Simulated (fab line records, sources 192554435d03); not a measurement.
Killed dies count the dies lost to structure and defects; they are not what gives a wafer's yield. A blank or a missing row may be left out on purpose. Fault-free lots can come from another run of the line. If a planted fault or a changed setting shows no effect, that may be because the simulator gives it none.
Matching of chambers + flow n5 finfet + 4 sister chambers for N5_FIN_CUT_STRIP_24 on rie diel-05
The step strips in CF4. 4 wafers are shown with their chamber, then 7 later ones without.

== WAFERS PAIRED WITH THEIR CHAMBERS ==
| wafer  | chamber | drypump motor current A (A) |
|--------|---------|-----------------------------|
| L077.5 | 1       | 5.6                         |
| L082.5 | 3       | 5.8                         |
| L087.2 | 2       | 5.3                         |
| L087.3 | 0       | 5.8                         |

== WAFERS WITH NO CHAMBER GIVEN ==
| wafer  | drypump motor current A (A) |
|--------|-----------------------------|
| L087.5 | 5.8                         |
| L088.1 | 5.8                         |
| L088.3 | 5.6                         |
| L088.5 | 5.8                         |
| L090.1 | 5.5                         |
| L090.3 | 5.8                         |
| L090.4 | 5.8                         |

== EACH ONE'S CHAMBER ==
| wafer  | from the rows above     | in truth |
|--------|-------------------------|----------|
| L087.5 | can't be placed: 0 or 3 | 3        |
| L088.1 | can't be placed: 0 or 3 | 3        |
| L088.3 | 1                       | 1        |
| L088.5 | can't be placed: 0 or 3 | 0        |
| L090.1 | 1                       | 1        |
| L090.3 | can't be placed: 0 or 3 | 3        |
| L090.4 | can't be placed: 0 or 3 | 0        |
2 of 7 placed correctly. These rows do not allow placing 5 (true chamber among the candidates in 5). Number placed wrongly: 0.
How it was worked out, from the rows above alone: a wafer's distance from a chamber is the root of the sum, over the readings, of the square of ((its reading less the chamber's mean) divided by the reading's scatter). If the next closest chamber is less than 2 further off than the closest, the wafer can't be placed; otherwise it belongs to the closest. A chamber's mean is the mean of its shown wafers. The scatter: with one shown wafer a chamber, the root of the mean of the squares of how far each hidden wafer lies from its nearest shown one.
